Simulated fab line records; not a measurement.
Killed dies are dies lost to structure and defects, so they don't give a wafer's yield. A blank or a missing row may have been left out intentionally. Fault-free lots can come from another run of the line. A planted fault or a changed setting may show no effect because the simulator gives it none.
Struck lot and sound lot, side by side ; flow n5 finfet ; 16 steps out of a route of 1938
Sound: wafers L561.2, L561.3, L561.4. Struck: wafer L570.5. (L570.4, L570.6 of the same lot were not struck and are left out.) The cause comes at the end.
Order at every step that has rows: each side's tool, ch and its chambers, its first start. Under that, the readings that differ: sound wafers ; struck wafers ; difference of the means ; sigmas: that difference in standard deviations of wafers without a fault.
alike: readings with means less than 2 such deviations apart, plus words and numbers identical on both sides. not compared: withheld readings, readings lacking a value on some wafer, bounds such as >300 that could conceal the same value, and numbers that have no deviation in the record and whose values overlap.
A row with sigmas, a row that says differs or no value, or rows on one side alone: a step with any of these is where the two part. Numbers that don't overlap but have no deviation are shown without sigmas and don't part them. Lack of a reading on every wafer of one side parts them only where that side has two or more wafers.

first, 3 steps without rows for these wafers: N5_BEOL_M4_SPUTTER_92 (material Cu, target thk 4.5 nm, time 8.29 s); N5_BEOL_M4_ANNEAL_93 (time 240 s); N5_BEOL_M4_SPUTTER_94 (material Cu, target thk 4.5 nm, time 8.29 s).
N5_BEOL_M4_ANNEAL_95: time 240 s.
  sound on pvd sputter-01 at day 10 02:30; struck on pvd sputter-01 at day 12 08:10
  alike: heater power w, susceptor temp C
then, 2 steps without rows for these wafers: N5_BEOL_M4_SPUTTER_96 (material Cu, target thk 4.5 nm, time 8.29 s); N5_BEOL_M4_ECD_50 (material Cu, target thk 300 nm).
N5_BEOL_M4_ANNEAL_51: time 90 s.
  sound on rtp anneal-01 ch 0, day 10 02:53; struck on rtp anneal-02 ch 0, day 12 08:38
reading;sound;struck;difference;sigmas
wafer_temp_C_max;225.8 225.6 225.5;226.7;+1.1;+2
N5_BEOL_M4_CMP_52: polishes, stops on SiOC, t overpolish 6.8 s, target thk 40 nm.
  sound on cmp-01 ch 0,2,3, day 10 03:10; struck on cmp-02 ch 2, day 12 08:50
  alike: barrier field endpoint s, motor current A, overpolish run s, time to endpoint s
N5_BEOL_M4_THK_MEAS_53: measures by xrf.
  sound on film metro-01 at day 10 03:26; struck on film metro-02 at day 12 09:05
  alike: M4_THK
N5_BEOL_M4_PRE_CLEAN_60: time 15 s.
  sound on cvd co-02 ch 0,1, day 10 03:28; struck on cvd co-02 ch 1, day 12 09:08
  alike: heater power outer w, heater power w
  not compared: susceptor temp C
N5_BEOL_M4_CO_CAP_55: material Co, precursor CCTBA/H2, target thk 2 nm, time 102.1 s.
  sound on cvd co-02 ch 0,1, day 10 03:30; struck on cvd co-02 ch 1, day 12 09:12
  alike: heater power outer w, heater power w, susceptor temp C
then, 1 step without rows for these wafers: N5_BEOL_M4_PRE_CLEAN_56 (time 15 s).
N5_BEOL_M4_DEP_57: deposits SiCN from 3MS/NH3, target thk 8 nm, time 14 s.
  sound on pecvd-01 ch 0,1, day 10 03:37; struck on pecvd-02 ch 0, day 12 09:18
reading;sound;struck;difference;sigmas
showerhead plenum p Torr (Torr);3.669 3.658 3.682;3.647;-0.023;-2
model.SiCN_of_BEOL_M4_DEP_57.thk nm (nm);7.8 7.8 7.8;2.8;-5.0;
  alike: throttle valve pct
N5_BEOL_M4_RS_MEAS_58: a four-point-probe measurement.
  sound on film metro-02 at day 10 03:41; struck on film metro-02 at day 12 09:21
  alike: M4_RS
N5_BEOL_M4_RC_MEAS_101:
  sound on prober-02 ch 0, day 10 03:53; struck on prober-02 ch 0, day 12 09:52
  alike: DIBL_N, DIBL_P, IOFF_N, IOFF_P, ION_N, ION_P, SS_N, SS_P, VT_N, VT_P
then, 1 step without rows for these wafers: N5_PASSIVATION_PROBE_49.

WHERE THEY PART
First at N5_BEOL_M4_ANNEAL_51; last, within this record, at N5_BEOL_M4_DEP_57. Later steps at which nothing parts them and some readings are alike: N5_BEOL_M4_RS_MEAS_58, N5_BEOL_M4_RC_MEAS_101.

WHY: what the simulator had put in
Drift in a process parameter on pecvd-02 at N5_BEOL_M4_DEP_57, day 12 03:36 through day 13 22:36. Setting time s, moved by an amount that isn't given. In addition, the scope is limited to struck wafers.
